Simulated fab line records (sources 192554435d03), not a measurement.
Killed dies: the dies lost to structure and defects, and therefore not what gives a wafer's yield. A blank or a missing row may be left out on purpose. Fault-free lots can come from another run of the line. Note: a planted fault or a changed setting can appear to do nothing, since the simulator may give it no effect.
Which tool was responsible? :: flow n5Finfet :: 30 wafers from 11 lots sampled at 5 of the route's 1938 steps

## WHAT EACH GAUGE READ, for each wafer
N5_BEOL_M4_RC_MEAS_101.
lot: L585
measured: day 7 20:59
on: prober-02
DIBL_N (mV/V): 35.8 38.3 36.7
DIBL_P (mV/V): 35.3 37.5 37.0
IOFF_N (nA/um): 0.140 0.177 0.152
IOFF_N_85C (nA/um): 2.7 3.3 2.9
IOFF_N_LIN (nA/um): 0.067 0.078 0.072
IOFF_P (nA/um): 0.185 0.224 0.201
ION_N (uA/um): 661 671 670
ION_P (uA/um): 459 462 465
REXT_N (ohm.um): 75.7 73.7 74.3
SS_N (mV/dec): 71.2 72.1 71.2
SS_P (mV/dec): 72.5 73.1 72.9
VT_N (mV): 250.8 248.6 249.0
VT_N_LVT (mV): 99.5 98.4 99.5
VT_P (mV): -250 -247 -249

lot: L587
measured: day 8 15:29
on: prober-01
DIBL_N (mV/V): 37.4 34.2 36.5
DIBL_P (mV/V): 38.1 34.8 38.0
IOFF_N (nA/um): 0.189 0.134 0.174
IOFF_N_85C (nA/um): 3.6 2.6 3.3
IOFF_N_LIN (nA/um): 0.082 0.063 0.078
IOFF_P (nA/um): 0.216 0.174 0.213
ION_N (uA/um): 673 666 676
ION_P (uA/um): 455 453 461
REXT_N (ohm.um): 74.4 73.2 73.6
SS_N (mV/dec): 72.7 71.4 72.3
SS_P (mV/dec): 73.7 73.3 73.4
VT_N (mV): 247.7 251.4 250.6
VT_N_LVT (mV): 96.8 101.4 97.6
VT_P (mV): -251 -255 -251

lot: L590
measured: day 9 09:45
on: prober-02
DIBL_N (mV/V): 43.5 37.9
DIBL_P (mV/V): 34.1 36.5
IOFF_N (nA/um): 0.317 0.191
IOFF_N_85C (nA/um): 5.6 3.7
IOFF_N_LIN (nA/um): 0.123 0.084
IOFF_P (nA/um): 0.178 0.215
ION_N (uA/um): 717 691
ION_P (uA/um): 462 463
REXT_N (ohm.um): 64.6 73.0
SS_N (mV/dec): 72.9 72.1
SS_P (mV/dec): 73.3 73.6
VT_N (mV): 241.4 248.8
VT_N_LVT (mV): 86.9 95.1
VT_P (mV): -255 -253

lot: L593
measured: day 9 23:01
on: prober-01
DIBL_N (mV/V): 45.2 35.3
DIBL_P (mV/V): 35.5 34.8
IOFF_N (nA/um): 0.375 0.140
IOFF_N_85C (nA/um): 6.3 2.8
IOFF_N_LIN (nA/um): 0.137 0.069
IOFF_P (nA/um): 0.244 0.230
ION_N (uA/um): 723 676
ION_P (uA/um): 464 472
REXT_N (ohm.um): 67.6 76.6
SS_N (mV/dec): 73.6 71.5
SS_P (mV/dec): 73.1 72.8
VT_N (mV): 237.1 250.8
VT_N_LVT (mV): 86.6 100.4
VT_P (mV): -247 -248

lot: L595
measured: day 10 22:05
on: prober-02
DIBL_N (mV/V): 45.5 37.5
DIBL_P (mV/V): 37.8 37.8
IOFF_N (nA/um): 0.382 0.161
IOFF_N_85C (nA/um): 6.3 3.1
IOFF_N_LIN (nA/um): 0.142 0.074
IOFF_P (nA/um): 0.226 0.217
ION_N (uA/um): 726 678
ION_P (uA/um): 471 458
REXT_N (ohm.um): 65.1 75.4
SS_N (mV/dec): 73.1 72.0
SS_P (mV/dec): 73.8 73.4
VT_N (mV): 236.4 250.7
VT_N_LVT (mV): 85.5 100.0
VT_P (mV): -250 -250

lot: L598
measured: day 11 06:36
on: prober-01
DIBL_N (mV/V): 34.8 35.3 36.8
DIBL_P (mV/V): 35.5 36.7 38.5
IOFF_N (nA/um): 0.147 0.165 0.186
IOFF_N_85C (nA/um): 2.9 3.2 3.6
IOFF_N_LIN (nA/um): 0.069 0.077 0.083
IOFF_P (nA/um): 0.234 0.258 0.295
ION_N (uA/um): 664 683 668
ION_P (uA/um): 466 474 473
REXT_N (ohm.um): 74.5 73.9 74.2
SS_N (mV/dec): 71.8 72.0 73.2
SS_P (mV/dec): 73.1 73.3 73.8
VT_N (mV): 249.3 247.6 245.2
VT_N_LVT (mV): 100.6 97.9 97.8
VT_P (mV): -247 -245 -242

lot: L601
measured: day 11 22:12
on: prober-02
DIBL_N (mV/V): 35.7 33.7 35.3
DIBL_P (mV/V): 36.0 32.7 35.5
IOFF_N (nA/um): 0.149 0.110 0.152
IOFF_N_85C (nA/um): 2.9 2.3 3.0
IOFF_N_LIN (nA/um): 0.070 0.055 0.073
IOFF_P (nA/um): 0.210 0.162 0.212
ION_N (uA/um): 663 665 682
ION_P (uA/um): 454 457 468
REXT_N (ohm.um): 75.8 74.9 76.3
SS_N (mV/dec): 70.7 70.4 71.2
SS_P (mV/dec): 72.8 72.7 73.4
VT_N (mV): 249.4 255.0 249.5
VT_N_LVT (mV): 99.1 103.5 97.3
VT_P (mV): -250 -256 -247

lot: L603
measured: day 12 19:00
on: prober-01
DIBL_N (mV/V): 37.9 38.4 39.1
DIBL_P (mV/V): 38.8 39.5 39.8
IOFF_N (nA/um): 0.177 0.187 0.197
IOFF_N_85C (nA/um): 3.4 3.6 3.7
IOFF_N_LIN (nA/um): 0.081 0.087 0.090
IOFF_P (nA/um): 0.227 0.243 0.247
ION_N (uA/um): 684 682 685
ION_P (uA/um): 464 465 468
REXT_N (ohm.um): 73.9 73.6 74.0
SS_N (mV/dec): 71.6 71.8 71.8
SS_P (mV/dec): 73.8 74.3 74.1
VT_N (mV): 247.7 247.3 247.4
VT_N_LVT (mV): 96.1 95.7 95.5
VT_P (mV): -250 -249 -246

lot: L605
measured: day 13 02:41
on: prober-02
DIBL_N (mV/V): 38.5 38.7 38.1
DIBL_P (mV/V): 38.0 37.9 37.6
IOFF_N (nA/um): 0.175 0.184 0.174
IOFF_N_85C (nA/um): 3.3 3.5 3.3
IOFF_N_LIN (nA/um): 0.081 0.083 0.081
IOFF_P (nA/um): 0.240 0.244 0.248
ION_N (uA/um): 681 666 685
ION_P (uA/um): 464 460 471
REXT_N (ohm.um): 76.2 75.6 76.2
SS_N (mV/dec): 71.3 71.4 71.4
SS_P (mV/dec): 74.3 74.3 74.0
VT_N (mV): 250.5 248.6 247.6
VT_N_LVT (mV): 97.8 97.0 97.1
VT_P (mV): -247 -248 -247

lot: L606
measured: day 13 10:22
on: prober-01
DIBL_N (mV/V): 35.9 34.6 36.0
DIBL_P (mV/V): 37.2 35.2 37.6
IOFF_N (nA/um): 0.158 0.136 0.166
IOFF_N_85C (nA/um): 3.1 2.7 3.2
IOFF_N_LIN (nA/um): 0.073 0.065 0.077
IOFF_P (nA/um): 0.203 0.166 0.203
ION_N (uA/um): 675 668 682
ION_P (uA/um): 467 458 463
REXT_N (ohm.um): 73.0 73.6 73.8
SS_N (mV/dec): 71.4 70.9 71.8
SS_P (mV/dec): 73.2 73.3 73.5
VT_N (mV): 251.6 251.9 249.8
VT_N_LVT (mV): 96.3 98.9 95.7
VT_P (mV): -253 -258 -252

lot: L608
measured: day 14 04:43
on: prober-02
DIBL_N (mV/V): 36.6 37.2 34.9
DIBL_P (mV/V): 35.7 36.7 33.8
IOFF_N (nA/um): 0.149 0.164 0.132
IOFF_N_85C (nA/um): 2.9 3.1 2.6
IOFF_N_LIN (nA/um): 0.071 0.075 0.065
IOFF_P (nA/um): 0.218 0.243 0.196
ION_N (uA/um): 661 665 667
ION_P (uA/um): 460 458 467
REXT_N (ohm.um): 77.4 75.9 76.3
SS_N (mV/dec): 71.8 72.8 71.7
SS_P (mV/dec): 73.4 73.9 72.7
VT_N (mV): 251.6 250.0 254.0
VT_N_LVT (mV): 102.8 101.3 103.2
VT_P (mV): -250 -248 -251

## TOOL THAT RAN EACH LOT (tool first, then ch and the chambers of the sampled wafers, then the start)
lot: L585
N5_SD_EPI_N_VAPOR_ETCH_50: epiRpcvd-02 ch 0, day 3 01:46
N5_BEOL_M4_ANNEAL_91: pvdSputter-01, day 7 18:55
N5_BEOL_M4_ANNEAL_93: pvdSputter-01, day 7 19:08
N5_BEOL_M4_DEP_57: pecvd-03 ch 1,2, day 7 20:28

lot: L587
N5_SD_EPI_N_VAPOR_ETCH_50: epiRpcvd-02 ch 0, day 3 13:13
N5_BEOL_M4_ANNEAL_91: pvdSputter-01, day 8 13:29
N5_BEOL_M4_ANNEAL_93: pvdSputter-01, day 8 13:42
N5_BEOL_M4_DEP_57: pecvd-03 ch 1,2, day 8 15:04

lot: L590
N5_SD_EPI_N_VAPOR_ETCH_50: epiRpcvd-02 ch 0, day 4 09:42
N5_BEOL_M4_ANNEAL_91: pvdSputter-03, day 9 07:52
N5_BEOL_M4_ANNEAL_93: pvdSputter-03, day 9 08:05
N5_BEOL_M4_DEP_57: pecvd-04 ch 2, day 9 09:29

lot: L593
N5_SD_EPI_N_VAPOR_ETCH_50: epiRpcvd-02 ch 0, day 5 03:07
N5_BEOL_M4_ANNEAL_91: pvdSputter-03, day 9 21:01
N5_BEOL_M4_ANNEAL_93: pvdSputter-03, day 9 21:14
N5_BEOL_M4_DEP_57: pecvd-01 ch 0, day 9 22:35

lot: L595
N5_SD_EPI_N_VAPOR_ETCH_50: epiRpcvd-02 ch 0, day 5 14:39
N5_BEOL_M4_ANNEAL_91: pvdSputter-01, day 10 20:05
N5_BEOL_M4_ANNEAL_93: pvdSputter-01, day 10 20:19
N5_BEOL_M4_DEP_57: pecvd-03 ch 0, day 10 21:39

lot: L598
N5_SD_EPI_N_VAPOR_ETCH_50: epiRpcvd-04 ch 0, day 6 12:47
N5_BEOL_M4_ANNEAL_91: pvdSputter-02, day 11 04:44
N5_BEOL_M4_ANNEAL_93: pvdSputter-02, day 11 04:57
N5_BEOL_M4_DEP_57: pecvd-04 ch 0,2, day 11 06:20

lot: L601
N5_SD_EPI_N_VAPOR_ETCH_50: epiRpcvd-01 ch 0, day 7 08:25
N5_BEOL_M4_ANNEAL_91: pvdSputter-02, day 11 20:29
N5_BEOL_M4_ANNEAL_93: pvdSputter-02, day 11 20:43
N5_BEOL_M4_DEP_57: pecvd-03 ch 0,1, day 11 22:04

lot: L603
N5_SD_EPI_N_VAPOR_ETCH_50: epiRpcvd-01 ch 0, day 7 15:04
N5_BEOL_M4_ANNEAL_91: pvdSputter-01, day 12 16:57
N5_BEOL_M4_ANNEAL_93: pvdSputter-01, day 12 17:10
N5_BEOL_M4_DEP_57: pecvd-01 ch 0,2, day 12 18:34

lot: L605
N5_SD_EPI_N_VAPOR_ETCH_50: epiRpcvd-04 ch 0, day 8 06:44
N5_BEOL_M4_ANNEAL_91: pvdSputter-02, day 13 01:00
N5_BEOL_M4_ANNEAL_93: pvdSputter-02, day 13 01:13
N5_BEOL_M4_DEP_57: pecvd-01 ch 0,1,2, day 13 02:34

lot: L606
N5_SD_EPI_N_VAPOR_ETCH_50: epiRpcvd-02 ch 0, day 8 08:12
N5_BEOL_M4_ANNEAL_91: pvdSputter-02, day 13 08:29
N5_BEOL_M4_ANNEAL_93: pvdSputter-02, day 13 08:42
N5_BEOL_M4_DEP_57: pecvd-04 ch 1,2, day 13 10:04

lot: L608
N5_SD_EPI_N_VAPOR_ETCH_50: epiRpcvd-02 ch 0, day 8 20:44
N5_BEOL_M4_ANNEAL_91: pvdSputter-01, day 14 03:02
N5_BEOL_M4_ANNEAL_93: pvdSputter-01, day 14 03:16
N5_BEOL_M4_DEP_57: pecvd-04 ch 0,2, day 14 04:36
- N5_SD_EPI_N_VAPOR_ETCH_50: etches Si in HCl, time 54 s.
- N5_BEOL_M4_ANNEAL_91: time 240 s.
- N5_BEOL_M4_ANNEAL_93: time 240 s.
- N5_BEOL_M4_DEP_57: deposits SiCN from 3MS/NH3, target thk 8 nm, time 14 s.

## AS READ BY THE TOOLS THEMSELVES (means over the sampled wafers that have a number; for cases with no such wafer, the mark the record gives instead)
N5_SD_EPI_N_VAPOR_ETCH_50.
lot: L585
tool: epiRpcvd-02
throttleValvePct (%): 12.3

lot: L587
tool: epiRpcvd-02
throttleValvePct (%): 12.3

lot: L590
tool: epiRpcvd-02
throttleValvePct (%): 12.1

lot: L593
tool: epiRpcvd-02
throttleValvePct (%): 12.2

lot: L595
tool: epiRpcvd-02
throttleValvePct (%): 12.3

lot: L598
tool: epiRpcvd-04
throttleValvePct (%): 11.1

lot: L601
tool: epiRpcvd-01
throttleValvePct (%): 11.5

lot: L603
tool: epiRpcvd-01
throttleValvePct (%): 11.5

lot: L605
tool: epiRpcvd-04
throttleValvePct (%): 11.2

lot: L606
tool: epiRpcvd-02
throttleValvePct (%): 12.2

lot: L608
tool: epiRpcvd-02
throttleValvePct (%): 12.2

N5_BEOL_M4_ANNEAL_91.
lot: L585
tool: pvdSputter-01
heaterPowerW (W): 690

lot: L587
tool: pvdSputter-01
heaterPowerW (W): 780

lot: L590
tool: pvdSputter-03
heaterPowerW (W): 834

lot: L593
tool: pvdSputter-03
heaterPowerW (W): 943

lot: L595
tool: pvdSputter-01
heaterPowerW (W): 900

lot: L598
tool: pvdSputter-02
heaterPowerW (W): 859

lot: L601
tool: pvdSputter-02
heaterPowerW (W): 862

lot: L603
tool: pvdSputter-01
heaterPowerW (W): 692

lot: L605
tool: pvdSputter-02
heaterPowerW (W): 818

lot: L606
tool: pvdSputter-02
heaterPowerW (W): 806

lot: L608
tool: pvdSputter-01
heaterPowerW (W): 769

N5_BEOL_M4_ANNEAL_93.
lot: L585
tool: pvdSputter-01
heaterPowerW (W): 699

lot: L587
tool: pvdSputter-01
heaterPowerW (W): 780

lot: L590
tool: pvdSputter-03
heaterPowerW (W): 857

lot: L593
tool: pvdSputter-03
heaterPowerW (W): 918

lot: L595
tool: pvdSputter-01
heaterPowerW (W): 908

lot: L598
tool: pvdSputter-02
heaterPowerW (W): 871

lot: L601
tool: pvdSputter-02
heaterPowerW (W): 865

lot: L603
tool: pvdSputter-01
heaterPowerW (W): 692

lot: L605
tool: pvdSputter-02
heaterPowerW (W): 806

lot: L606
tool: pvdSputter-02
heaterPowerW (W): 805

lot: L608
tool: pvdSputter-01
heaterPowerW (W): 785

N5_BEOL_M4_DEP_57.
lot: L585
tool: pecvd-03
showerheadPlenumPTorr (Torr): 3.677
throttleValvePct (%): 8.7

lot: L587
tool: pecvd-03
showerheadPlenumPTorr (Torr): 3.681
throttleValvePct (%): 8.8

lot: L590
tool: pecvd-04
showerheadPlenumPTorr (Torr): 3.672
throttleValvePct (%): 8.6

lot: L593
tool: pecvd-01
showerheadPlenumPTorr (Torr): 3.655
throttleValvePct (%): 9.7

lot: L595
tool: pecvd-03
showerheadPlenumPTorr (Torr): 3.683
throttleValvePct (%): 8.7

lot: L598
tool: pecvd-04
showerheadPlenumPTorr (Torr): 3.668
throttleValvePct (%): 8.9

lot: L601
tool: pecvd-03
showerheadPlenumPTorr (Torr): 3.684
throttleValvePct (%): 9.0

lot: L603
tool: pecvd-01
showerheadPlenumPTorr (Torr): 3.665
throttleValvePct (%): 9.6

lot: L605
tool: pecvd-01
showerheadPlenumPTorr (Torr): 3.659
throttleValvePct (%): 9.2

lot: L606
tool: pecvd-04
showerheadPlenumPTorr (Torr): 3.667
throttleValvePct (%): 8.7

lot: L608
tool: pecvd-04
showerheadPlenumPTorr (Torr): 3.669
throttleValvePct (%): 9.5

## THE ANSWER, worked out from the rows above alone
Rule: the usual values come from the lots themselves. Put in order of their means at a reading, lots are off if they are a third of the lots or fewer, leave a main group of 4 or more, and stand apart from it by a gap of 3 or more times the standard deviation of the main group's means; of several such gaps the widest counts. The tables above print the reading to a certain number of digits; a main group whose means all agree to those digits is not used. A lot without any number at a reading at which 4 lots or more have one is off too. Where the step has rows for the other lots, those lots are counted as sound. After the gauges, taken in route order, come the tools' own readings; for these a lot's mean is taken, as printed above. The first step at which some lot is off is used, and at that step the reading that is off furthest; a lot without a number counts as furthest.
Off: at N5_BEOL_M4_RC_MEAS_101 (IOFF_N), L590, L593, L595. For the main group the mean is 0.161 nA/um and the standard deviation 0.015.
If a tool, at a process step before that reading, ran all the lots that are off and no sound lot after the first of them, it fits. The gauges at N5_BEOL_M4_RC_MEAS_101 are tried like those tools. Not one of the candidates tried fits.

## WHAT THE SIMULATOR PUT IN
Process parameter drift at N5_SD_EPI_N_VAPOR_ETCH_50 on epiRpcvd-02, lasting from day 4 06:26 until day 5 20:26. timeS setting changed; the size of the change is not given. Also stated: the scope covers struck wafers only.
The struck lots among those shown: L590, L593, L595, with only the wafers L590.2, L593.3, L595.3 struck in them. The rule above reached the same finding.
